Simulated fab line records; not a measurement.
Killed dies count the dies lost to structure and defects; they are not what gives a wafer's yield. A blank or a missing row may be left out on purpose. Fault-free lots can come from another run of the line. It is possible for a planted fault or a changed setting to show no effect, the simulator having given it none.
fab line records | flow n5Finfet
[record] lots = 4 wafers = 12 lastDay = 18
route steps=1938 shown BEOL_M11@1536 BEOL_M15@1830 PASSIVATION@1936
lots with no fault: from the same line, run without faults
startH: start of the lot's first displayed wafer, in hours after the record's first day | waitH: hours from the lot's prior step to this one | " identical to the entry in the row above | L1.1+2: a row that stands for several wafers | - no value, or no start was given | * or withheld: withheld | < > ~ a bound
route shown NAME@n: a module of which the file shows steps, and the number in the route of the first | usual: mean/standard deviation taken from wafers without a fault | same: alike in all rows | chamber/n: place in a boat | sites: each site's reading | _std_site: standard deviation across them | _edge_site: the outer-site mean with the inner-site mean subtracted | radiusMm: how far each site lies from the wafer's centre | mask NAME#n: copy n | behind: the most recent tool/chamber to have shaped the wafer | hold: what put the lot on hold/how long, in hours/how the hold closed | device: the n, p or np transistor that did not switch | end of line: tests of these same wafers at the route's end | a step given without rows: its recipe and nothing more | killed: not the wafer's yield, but the dies lost to structure and defects at the first sort | map: shows each die of a wafer: x if killed, . if not, _ if none is there
set.NAME: the setting that was run; set.NAME@STEP: the one run at that earlier step | model.NAME: the simulator's own value behind a step, which no gauge read
lots seen at some steps along the route; tables by step, rows by wafer
services: from which hour (startH, from the record's first day; less than 0 if before it) a tool's chamber was out of use, for how many hours, and why
[[steps]]
[step N5_BEOL_M11_ILD_DEP_00]
[recipe] material = SiCOH_lowk targetThkA = 3085.1 tempC = 300 precursor = DEMS/porogen pressureTorr = 5 rfW = 500 timeS = 58
[step N5_BEOL_M11_CURE_71]
[recipe] tempC = 385 timeS = 240 ambient = He/Ar material = SiCOH_lowk
[step N5_BEOL_M11_PECVD_70]
[recipe] material = SiO2 targetThkA = 200 tempC = 400 precursor = TEOS/O2 pressureTorr = 5.5 rfW = 450 teosFlowSccm = 53.8 gas = O2 flowSccm = 3000 timeS = 22.7
[step N5_BEOL_M11_HM_DEP_02]
[recipe] material = TiN targetThkA = 200 tempC = 25 chamberPressurePa = 0.49996
[step N5_BEOL_M11_COAT_59]
[recipe] resist = SOC tempC = 250 timeS = 60 spinRpm = 1500 resistThkNm = 100
[step N5_BEOL_M11_COAT_60]
[recipe] resist = SiARC tempC = 220 timeS = 60 spinRpm = 1500 resistThkNm = 30
[step N5_BEOL_M11_COAT_05]
[recipe] resist = CAR-ArF spinRpm = 1500 resistThkNm = 90
[step N5_BEOL_M11_EBR_07]
[recipe] solvent = PGMEA ebrWidthMm = 1.5
[step N5_BEOL_M11_SOFTBAKE_06]
[recipe] tempC = 110 timeS = 60 resist = CAR-ArF
[step N5_BEOL_M11_EXPOSE_08]
[recipe] maskId = M11 na = 1.35 sourceShape = dipole sigmaInner = 0.411 sigmaOuter = 0.611 polarization = te doseMj = 53.75
[usual] exposureDoseMJCm2 = 53.70/0.059
// columns lot.wafer tool chamber startH waitH mask exposureDoseMJCm2
L293.3 arfiScanner-01 0 251.18 - M11#0 53.73
L293.5 " 0 " " M11#0 53.75
L293.6 " 0 " " M11#0 53.67
L300.1 arfiScanner-01 0 308.92 - M11#0 47.49
L300.3 " 0 " " M11#0 47.53
L300.6 " 0 " " M11#0 47.63
L306.2 arfiScanner-01 0 334.24 - M11#0 49.81
L306.4 " 0 " " M11#0 49.90
L306.5 " 0 " " M11#0 49.90
L311.2 arfiScanner-03 0 379.93 - M11#0 53.76
L311.4 " 0 " " M11#0 53.76
L311.5 " 0 " " M11#0 53.78
[step N5_BEOL_M11_PEB_09]
[recipe] pebTempC = withheld pebTimeS = 60 resist = CAR-ArF
[step N5_BEOL_M11_DEVELOP_10]
[recipe] developTimeS = 30 developer = TMAH resist = CAR-ArF rinseLiquid = diw dry = airSpin devTempC = 23
[step N5_BEOL_M11_CD_MEAS_11]
[recipe] targetCdNm = 64.1 landingEnergyEv = 500 detector = seInlens polarity = opening
[usual] cdNm = 64.0/0.81
// columns lot.wafer tool chamber startH waitH cdNm
L293.3 cdSem-03 0 251.30 - 64.2
L293.5 " 0 " " 63.6
L293.6 " 0 " " 64.4
L300.1 cdSem-01 0 309.05 - 58.0
L300.3 " 0 " " 58.3
L300.6 " 0 " " 58.0
L306.2 cdSem-01 0 334.37 - 60.1
L306.4 " 0 " " 58.3
L306.5 " 0 " " 58.6
L311.2 cdSem-03 0 380.05 - 63.9
L311.4 " 0 " " 64.7
L311.5 " 0 " " 63.8
[step N5_BEOL_M11_DESCUM_16]
[recipe] chemistry = O2 timeS = 7.9 sourcePowerW = 50 biasPowerW = 20 pressureMtorr = 20 rfFrequencyHz = 2.712e+07 tempC = 40 resist = CAR-ArF o2FlowSccm = 225
[step N5_BEOL_M11_ETCH_61]
[recipe] chemistry = CF4 target = SiARC targetDepthA = 390 maskMaterial = CAR-ArF timeS = 65 ionEnergyEv = 80 pressureMtorr = 40 sourceW = 545 biasW = 36 Ar_flow_sccm = 100 cf4FlowSccm = 100 ends = cleared
[usual] drypumpMotorCurrentA = 5.6/0.43 etchRfOnTimeS = 65.5/1.9 oesProductAu = 0.66/0.081 rfVppV = 184.1/1.1 showerheadPlenumPTorr = 2.15/0.061 throttleValvePct = 15.63/0.21
// columns lot.wafer tool chamber startH waitH drypumpMotorCurrentA etchRfOnTimeS oesProductAu rfHoursCounterH rfVppV showerheadPlenumPTorr throttleValvePct model.BEOL_M11.cdOffsetNm
L293.3 rieDiel-04 3 251.46 0.0 5.2 64.1 0.60 219 185.7 2.22 15.84 -0.2
L293.5 " 0 " " 6.0 69.5 0.58 - 185.2 2.21 15.97 -0.6
L293.6 " 1 " " 5.8 67.9 0.57 - 185.2 2.12 16.06 0
L300.1 rieDiel-02 0 309.17 0.0 5.6 65.6 0.65 140 183.9 2.05 15.46 -6.4
L300.3 " 1 " " 6.5 65.5 0.60 236 184.7 2.11 15.73 -5.8
L300.6 " 0 " " 5.5 65.1 0.66 - 183.9 2.05 15.49 -6.8
L306.2 rieDiel-02 3 334.54 0.0 5.1 62.5 0.80 21 183.9 2.11 15.52 -4
L306.4 " 2 " " 5.4 67.0 0.59 211 185.8 2.20 15.53 -5.6
L306.5 " 1 " " 6.5 65.1 0.59 - 183.1 2.11 15.74 -5.4
L311.2 rieDiel-02 3 380.17 0.0 5.0 63.2 0.76 39 183.3 2.11 15.56 -0.6
L311.4 " 3 " " 5.1 63.6 0.77 - 182.3 2.11 15.57 0.2
L311.5 " 2 " " 5.4 67.7 0.58 - 185.8 2.20 15.57 -0.4
[step N5_BEOL_M11_ETCH_62]
[recipe] chemistry = N2/H2 target = SOC targetDepthA = 1100 overetchA = 220 maskMaterial = SiARC tempC = 40 timeS = 165 ionEnergyEv = 200 pressureMtorr = 30 sourceW = 840 biasW = 150 n2FlowSccm = 200 h2FlowSccm = 200
[step N5_BEOL_M11_STRIP_68]
[recipe] chemistry = N2/H2 tempC = 40 n2FlowSccm = 200 h2FlowSccm = 200 rfFrequencyHz = 6e+07
[step N5_BEOL_M11_STRIP_67]
[recipe] chemistry = CF4 resist = SiARC powerW = 300 biasPowerW = 75 pressureMtorr = 50 cf4FlowSccm = 150 rfFrequencyHz = 6e+07
[step N5_BEOL_M11_HM_OPEN_17]
[recipe] chemistry = Cl2/BCl3 targetDepthA = 200 overetchA = 60 target = TiN maskMaterial = SOC ionEnergyEv = 150 pressureMtorr = 10 icpW = 1000 biasW = 126 Cl2_flow_sccm = 53.25 bcl3FlowSccm = 21.75 Ar_flow_sccm = 25
[step N5_BEOL_M11_STRIP_19]
[recipe] chemistry = O2 powerW = 400 tempC = 40 pressureMtorr = 30 rfFrequencyHz = 6e+07 biasPowerW = 0 overashFraction = 0.2 o2FlowSccm = 225
[step N5_BEOL_M11_CD_MEAS_18]
[recipe] pitchNm = 140 targetCdNm = 70
[usual] cdNm = 69.7/0.97
// columns lot.wafer tool chamber startH waitH cdNm
L293.3 cdSem-03 - 251.89 0.1 69.6
L293.5 " - " " 69.0
L293.6 " - " " 69.8
L300.1 cdSem-03 - 309.59 0.0 64.0
L300.3 " - " " 64.6
L300.6 " - " " 62.9
L306.2 cdSem-01 - 335.08 0.1 66.7
L306.4 " - " " 64.3
L306.5 " - " " 65.0
L311.2 cdSem-01 - 380.59 0.1 70.2
L311.4 " - " " 70.8
L311.5 " - " " 69.8
[step N5_BEOL_M11_COAT_63]
[recipe] resist = SOC tempC = 250 timeS = 60 spinRpm = 1500 resistThkNm = 100
[step N5_BEOL_M11_COAT_64]
[recipe] resist = SiARC tempC = 220 timeS = 60 spinRpm = 1500 resistThkNm = 30
[step N5_BEOL_M11_COAT_22]
[recipe] resist = CAR-ArF spinRpm = 1500 resistThkNm = 90
[step N5_BEOL_M11_EBR_24]
[recipe] solvent = PGMEA ebrWidthMm = 1.5
[step N5_BEOL_M11_SOFTBAKE_23]
[recipe] tempC = 110 timeS = 60 resist = CAR-ArF
[step N5_BEOL_M11_EXPOSE_25]
[recipe] maskId = V10 na = 1.35 sourceShape = annular sigmaInner = 0.5 sigmaOuter = 0.8 polarization = unpolarized doseMj = 85.5
[step N5_BEOL_M11_PEB_26]
[recipe] pebTempC = withheld pebTimeS = 60 resist = CAR-ArF
[step N5_BEOL_M11_DEVELOP_27]
[recipe] developTimeS = 30 developer = TMAH resist = CAR-ArF rinseLiquid = diw dry = airSpin devTempC = 23
[step N5_BEOL_M11_DESCUM_33]
[recipe] chemistry = O2 timeS = 7.9 sourcePowerW = 50 biasPowerW = 20 pressureMtorr = 20 rfFrequencyHz = 2.712e+07 tempC = 40 resist = CAR-ArF o2FlowSccm = 225
[step N5_BEOL_M11_ETCH_65]
[recipe] chemistry = CF4 target = SiARC targetDepthA = 390 maskMaterial = CAR-ArF timeS = 65 ionEnergyEv = 80 pressureMtorr = 40 sourceW = 545 biasW = 36 Ar_flow_sccm = 100 cf4FlowSccm = 100 ends = cleared
[step N5_BEOL_M11_ETCH_66]
[recipe] chemistry = N2/H2 target = SOC targetDepthA = 1200 overetchA = 240 maskMaterial = SiARC tempC = 40 timeS = 180 ionEnergyEv = 200 pressureMtorr = 30 sourceW = 840 biasW = 150 n2FlowSccm = 200 h2FlowSccm = 200
[step N5_BEOL_M11_STRIP_69]
[recipe] chemistry = N2/H2 tempC = 40 n2FlowSccm = 200 h2FlowSccm = 200 rfFrequencyHz = 6e+07
[step N5_BEOL_M11_VIA_ETCH_34]
[recipe] chemistry = C4F6/O2 target = SiCOH_lowk targetDepthA = 1845 maskMaterial = SOC taperDeg = 4 timeS = 69.2 ionEnergyEv = 250 pressureMtorr = 30 sourceW = 345 biasW = 185 Ar_flow_sccm = 300 C4F6_flow_sccm = 10 O2_flow_sccm = 10
[step N5_BEOL_M11_CD_MEAS_35]
[recipe] targetCdNm = 70 polarity = opening
[usual] cdNm = 69.7/1
// columns lot.wafer tool chamber startH waitH cdNm
L293.3 cdSem-01 - 256.21 0.0 70.2
L293.5 " - " " 69.2
L293.6 " - " " 69.6
L300.1 cdSem-02 - 312.03 0.0 63.2
L300.3 " - " " 64.7
L300.6 " - " " 62.8
L306.2 cdSem-03 - 336.99 0.0 66.0
L306.4 " - " " 63.9
L306.5 " - " " 65.2
L311.2 cdSem-02 - 383.96 0.0 69.9
L311.4 " - " " 70.3
L311.5 " - " " 69.5
[step N5_BEOL_M15_RC_MEAS_101]
[usual] COMB_M10 = 1.4e-11/3.2e-12 COMB_M10_max_site = 2.1e-11/5.4e-12 COMB_M11 = 1.4e-11/3.1e-12 COMB_M12 = 6e-12/1.3e-12 COMB_M13 = 4.5e-12/8e-13 COMB_M14 = 3.3e-12/7.4e-13 COMB_M15 = 2.2e-12/5.7e-13 COMB_M15_max_site = 3.3e-12/8.7e-13 COMB_M5 = 3.7e-11/7.1e-12 COMB_M6 = 2.6e-11/5.2e-12 COMB_M7 = 2.5e-11/5.2e-12 COMB_M8 = 2.5e-11/4.6e-12 COMB_M9 = 1.5e-11/3.3e-12 SERP_M10 = 3.04/0.1 SERP_M11 = 3.08/0.1 SERP_M11_max_site = 3.18/0.11 SERP_M12 = 0.631/0.023 SERP_M13 = 0.308/0.0071 SERP_M14 = 0.159/0.0065 SERP_M5 = 39.0/1.9 SERP_M6 = 13.7/0.66 SERP_M6_max_site = 14.3/0.7 SERP_M7 = 14.0/0.7 SERP_M8 = 13.6/0.65 SERP_M9 = 3.06/0.11
// columns lot.wafer tool chamber startH waitH COMB_M10[S/m] COMB_M10_max_site[S/m] COMB_M11[S/m] COMB_M12[S/m] COMB_M13[S/m] COMB_M14[S/m] COMB_M15[S/m] COMB_M15_max_site[S/m] COMB_M5[S/m] COMB_M6[S/m] COMB_M7[S/m] COMB_M8[S/m] COMB_M9[S/m] SERP_M10[ohm/um] SERP_M11[ohm/um] SERP_M11_max_site[ohm/um] SERP_M12[ohm/um] SERP_M13[ohm/um] SERP_M14[ohm/um] SERP_M5[ohm/um] SERP_M6[ohm/um] SERP_M6_max_site[ohm/um] SERP_M7[ohm/um] SERP_M8[ohm/um] SERP_M9[ohm/um]
L293.3 prober-01 0 286.98 0.3 1.5e-11 1.7e-11 1.5e-11 5e-12 4.8e-12 3.1e-12 2.3e-12 3.1e-12 2.6e-11 2e-11 2.7e-11 3.5e-11 1.1e-11 2.85 3.12 3.21 0.596 0.306 0.169 39.6 12.3 13.2 12.7 14.2 3.11
L293.5 " 0 " " 1.5e-11 2.8e-11 1.2e-11 5.6e-12 4.2e-12 4.4e-12 3e-12 5.1e-12 2.7e-11 2.3e-11 2.3e-11 2.9e-11 1.3e-11 2.91 3.10 3.18 0.594 0.311 0.169 37.2 13.4 14.4 13.0 13.7 3.39
L293.6 " 0 " " 1.8e-11 2.7e-11 1.5e-11 6.4e-12 4.3e-12 2.8e-12 1.8e-12 3.1e-12 3.5e-11 2.4e-11 4.2e-11 2e-11 1.5e-11 3.00 3.02 3.12 0.632 0.312 0.161 39.9 13.9 14.6 14.6 13.5 3.08
L300.1 prober-02 0 343.30 0.5 1.2e-11 2.3e-11 1.4e-11 4.1e-12 3.4e-12 2.8e-12 2.1e-12 3.6e-12 2.7e-11 3.3e-11 2.6e-11 2.2e-11 2e-11 3.07 3.49 3.54 0.660 0.308 0.156 39.2 14.2 14.5 14.3 12.9 3.44
L300.3 " 0 " " 1.3e-11 1.6e-11 1.3e-11 4.9e-12 3.7e-12 4.7e-12 1.8e-12 3e-12 4.9e-11 3e-11 2.1e-11 2.2e-11 1.6e-11 3.19 3.57 3.73 0.639 0.311 0.170 37.0 14.4 14.9 13.8 13.1 3.17
L300.6 " 0 " " 1.9e-11 2.7e-11 1.3e-11 5.6e-12 3.1e-12 3.9e-12 1.7e-12 3e-12 4.2e-11 2.6e-11 1.9e-11 2.6e-11 2.2e-11 3.04 3.60 3.65 0.643 0.301 0.161 36.0 14.2 14.7 14.2 12.2 3.39
L306.2 prober-02 0 371.63 0.2 1.2e-11 1.9e-11 1.5e-11 5.8e-12 3.7e-12 3.7e-12 1.3e-12 2.9e-12 4.3e-11 1.5e-11 2.4e-11 3.4e-11 1.9e-11 3.21 3.34 3.49 0.607 0.309 0.151 41.8 14.6 15.3 14.2 13.7 3.01
L306.4 " 0 " " 1.4e-11 1.9e-11 1e-11 7.7e-12 5e-12 4.8e-12 1.6e-12 2.2e-12 3.9e-11 2.2e-11 2.3e-11 2.4e-11 1.9e-11 3.26 3.47 3.65 0.635 0.310 0.165 43.0 14.3 14.7 14.3 12.9 2.86
L306.5 " 0 " " 1.2e-11 1.7e-11 1e-11 1.05e-11 3.8e-12 3.5e-12 1.1e-12 1.7e-12 4.9e-11 2.8e-11 2.4e-11 2.5e-11 2.2e-11 3.17 3.55 3.62 0.622 0.300 0.154 40.2 14.1 14.7 13.5 13.2 3.19
L311.2 prober-01 0 408.56 0.2 1.3e-11 1.7e-11 1.3e-11 5.2e-12 4e-12 4.4e-12 1.4e-12 2.9e-12 2.9e-11 2.7e-11 3.1e-11 2e-11 1.6e-11 3.21 3.11 3.21 0.643 0.307 0.157 37.0 12.3 12.6 14.4 15.5 3.04
L311.4 " 0 " " 1.1e-11 1.5e-11 1.8e-11 6.5e-12 4.4e-12 2.8e-12 2.4e-12 3.1e-12 3.3e-11 2.4e-11 3.6e-11 1.8e-11 1.2e-11 3.12 3.00 3.07 0.626 0.304 0.158 37.8 13.0 13.5 14.2 13.7 3.08
L311.5 " 0 " " 1.6e-11 2.3e-11 1.3e-11 7.9e-12 3.2e-12 3.1e-12 1.5e-12 2.5e-12 3.2e-11 2.3e-11 3e-11 2.1e-11 1.6e-11 3.03 3.18 3.24 0.618 0.306 0.155 37.3 12.9 13.2 12.9 13.9 3.15
// sites SERP_M11 radiusMm=0,75,75,75,75,140,140,140,140
L293.3 3.21 3.14 3.13 3.16 3.12 2.99 2.93 2.95 2.97
L300.1 3.51 3.51 3.54 3.53 3.49 3.45 3.37 3.45 3.38
L306.2 3.49 3.34 3.34 3.39 3.36 3.14 3.04 3.06 3.14
L311.2 3.05 3.09 3.11 3.05 3.08 3.21 3.20 3.13 3.21
[step N5_PASSIVATION_PROBE_49]
[usual] defectLimitedYield = 91.0/1.4 killed_at_M0_to_M3 = 36/9.6 killed_at_M4_up = 14/6.1 killedAtContacts = 13/6.6 killedAtFrontEnd = 40/11 killedAtOther = 3.2/2.9 killedDies = 106/17 killedOpen = 71/12 killedShort = 33/7.3 sort_bin_4_leakage = 0.02/0.11 sort_bin_5_function = 5.3/1 sort_bin_6_memory = 3.4/0.68 sortNPass = 1073/19 sortYieldPct = 91.0/1.6
[same] grossDies = 1180 killedAtBackSide = 0 sort_bin_8_speed[%] = 0
// columns lot.wafer tool chamber startH waitH defectLimitedYield[%] killed_at_M0_to_M3 killed_at_M4_up killedAtContacts killedAtFrontEnd killedAtOther killedDies killedOpen killedShort sort_bin_4_leakage[%] sort_bin_5_function[%] sort_bin_6_memory[%] sortNPass sortYieldPct[%]
L293.3 prober-02 - 302.90 0.1 90.7 26 6 16 57 5 110 76 32 0 5.7 3.4 1070 90.7
L293.5 prober-02 - 303.00 0.2 93.5 24 9 6 36 2 77 58 17 0 3.4 3.1 1103 93.5
L293.6 prober-02 - 303.05 0.3 90.6 37 18 4 49 3 111 73 37 0 5.8 3.3 1069 90.6
L306.2 prober-01 - 385.30 0.1 89.8 51 20 12 34 3 120 67 49 0 6.0 3.8 1060 89.8
L306.4 prober-01 - 385.40 0.2 92.4 27 11 18 29 5 90 61 27 0 5.1 2.3 1090 92.4
L306.5 prober-01 - 385.45 0.2 89.8 40 15 28 34 3 120 75 44 0.08 5.9 3.6 1059 89.7
L311.2 prober-01 - 425.19 0.1 90.2 31 15 20 49 1 116 83 31 0 6.0 3.3 1064 90.2
L311.4 prober-01 - 425.29 0.2 90.5 43 9 16 43 1 112 80 27 0 5.1 3.8 1068 90.5
L311.5 prober-01 - 425.34 0.2 94.6 22 4 6 32 0 64 36 26 0 3.2 1.8 1116 94.6
// killed by level:class
L293.3 FIN_SAQP:geometricParticle:open=16 MOL_CONTACT_COAG:geometricParticle:open=12 BEOL_M3:geometricParticle:open=12 FIN_SAQP:geometricParticle:short=11 STI_FIN_REVEAL:geometricParticle:open=11 MOL_CONTACT_COAG:geometricParticle:short=4 BEOL_M0_SAQP:geometricParticle:open=4 STARTING-WAFER:geometricParticle:open=4
L293.5 FIN_SAQP:geometricParticle:open=12 BEOL_M2:geometricParticle:open=11 STI_FIN_REVEAL:geometricParticle:open=10 BEOL_M3:geometricParticle:open=5 FIN_SAQP:geometricParticle:short=4 MOL_CONTACT_COAG:geometricParticle:open=4 BEOL_M4:geometricParticle:open=4 BEOL_M0_SAQP:geometricParticle:short=3
L293.6 FIN_SAQP:geometricParticle:open=13 STI_FIN_REVEAL:geometricParticle:open=10 BEOL_M0_SAQP:geometricParticle:short=9 BEOL_M2:geometricParticle:open=8 BEOL_M1:geometricParticle:open=6 DUMMY_GATE:geometricParticle:open=6 BEOL_M0_SAQP:geometricParticle:open=6 BEOL_M4:geometricParticle:open=6
L306.2 BEOL_M1:geometricParticle:open=14 BEOL_M0_SAQP:geometricParticle:short=13 BEOL_M0_SAQP:geometricParticle:open=12 MOL_CONTACT_COAG:geometricParticle:open=9 FIN_SAQP:geometricParticle:open=7 FIN_SAQP:geometricParticle:short=7 GATE_CUT:geometricParticle:short=7 BEOL_M1:geometricParticle:short=6
L306.4 MOL_CONTACT_COAG:geometricParticle:open=15 FIN_SAQP:geometricParticle:short=9 FIN_SAQP:geometricParticle:open=8 BEOL_M1:geometricParticle:open=6 STARTING-WAFER:geometricParticle:short=5 BEOL_M0_SAQP:geometricParticle:open=5 BEOL_M4:geometricParticle:open=5 BEOL_M0:geometricParticle:open=4
L306.5 MOL_CONTACT_COAG:geometricParticle:open=24 BEOL_M0_SAQP:geometricParticle:short=14 BEOL_M0_SAQP:geometricParticle:open=10 FIN_SAQP:geometricParticle:short=6 BEOL_M4:geometricParticle:open=6 GATE_CUT:geometricParticle:short=6 FIN_SAQP:geometricParticle:open=5 BEOL_M1:geometricParticle:open=5
L311.2 MOL_CONTACT_COAG:geometricParticle:open=16 FIN_SAQP:geometricParticle:open=13 STI_FIN_REVEAL:geometricParticle:open=12 BEOL_M1:geometricParticle:open=10 BEOL_M4:geometricParticle:open=7 FIN_SAQP:geometricParticle:short=6 BEOL_M2:geometricParticle:open=6 ILD0:geometricParticle:short=4
L311.4 STI_FIN_REVEAL:geometricParticle:open=18 BEOL_M2:geometricParticle:open=13 MOL_CONTACT_COAG:geometricParticle:open=12 BEOL_M0_SAQP:geometricParticle:short=11 FIN_SAQP:geometricParticle:open=8 BEOL_M0_SAQP:geometricParticle:open=6 BEOL_M3:geometricParticle:open=5 FIN_SAQP:geometricParticle:short=4
L311.5 FIN_SAQP:geometricParticle:short=8 MOL_CONTACT_COAG:geometricParticle:open=6 DUMMY_GATE:geometricParticle:open=5 FIN_SAQP:geometricParticle:open=4 BEOL_M0_SAQP:geometricParticle:short=4 BEOL_M0_SAQP:geometricParticle:open=4 BEOL_M2:geometricParticle:open=4 BEOL_M2:geometricParticle:short=3
[[services]]
// columns tool chamber startH hours kind
arfiScanner-03 - 227.27 3.9 pm
arfiScanner-03 - 233.87 1.0 pm
rieDiel-02 3 250.70 - clean
rieDiel-02 3 250.70 - consumableReplace:focusRing
rieDiel-02 3 250.70 20.8 scheduledDown
rieDiel-02 3 250.70 20.8 ventCycle
arfiScanner-01 - 261.07 1.0 pm
arfiScanner-03 - 274.80 1.3 pm
arfiScanner-01 0 286.79 - calibration
arfiScanner-01 - 292.60 3.1 pm
arfiScanner-01 - 314.49 0.8 pm
arfiScanner-03 - 322.70 4.9 pm
arfiScanner-01 - 323.08 1.1 repair
rieDiel-02 1 325.70 5.8 repair
rieDiel-02 - 336.72 1.5 repair
rieDiel-02 0 338.68 16.4 repair
rieDiel-02 1 345.34 5.4 repair
arfiScanner-01 - 346.50 1.3 pm
arfiScanner-03 - 349.59 1.0 pm
rieDiel-02 1 363.68 - clean
rieDiel-02 1 363.68 - consumableReplace:focusRing
rieDiel-02 1 363.68 18.1 scheduledDown
rieDiel-02 1 363.68 18.1 ventCycle
arfiScanner-01 - 365.18 1.0 pm
[[key]]
[firstSign] step = N5_BEOL_M11_EXPOSE_08 reading = exposureDoseMJCm2 direction = down sigmas = 84 usual = 53.70 struck = 48.71
[effect] step = N5_BEOL_M11_CD_MEAS_11 reading = cdNm direction = down sigmas = 6.8 usual = 64.0 struck = 58.5 through = controlLoop
[effect] step = N5_BEOL_M11_CD_MEAS_18 reading = cdNm direction = down sigmas = 5.3 usual = 69.7 struck = 64.6 through = controlLoop
[effect] step = N5_BEOL_M11_CD_MEAS_35 reading = cdNm direction = down sigmas = 5.5 usual = 69.7 struck = 64.3 through = controlLoop
[effect] step = N5_BEOL_M15_RC_MEAS_101 reading = SERP_M11 direction = up sigmas = 4.1 usual = 3.08 struck = 3.50
[modelEffect] step = N5_BEOL_M11_ETCH_61 value = BEOL_M11.cdOffsetNm without = -0.6333 struck = -5.667
metAt N5_BEOL_M11_EXPOSE_08
struckWafers L300.1,L300.3,L300.6,L306.2,L306.4,L306.5
[loopTrim] step = N5_BEOL_M11_EXPOSE_08 setting = dose lots = L306
onsetBetween 251.18 308.92
[fault] kind = processParameterDrift tool = arfiScanner-01 chamber = - onsetH = 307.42 steps = N5_BEOL_M11_EXPOSE_08 channel = doseMj offset = -6.0926 shape = step actsIn = theseRecipesOnly stated = 53.75
// loopTrim: a control loop set the setting to another value than it would have without faults
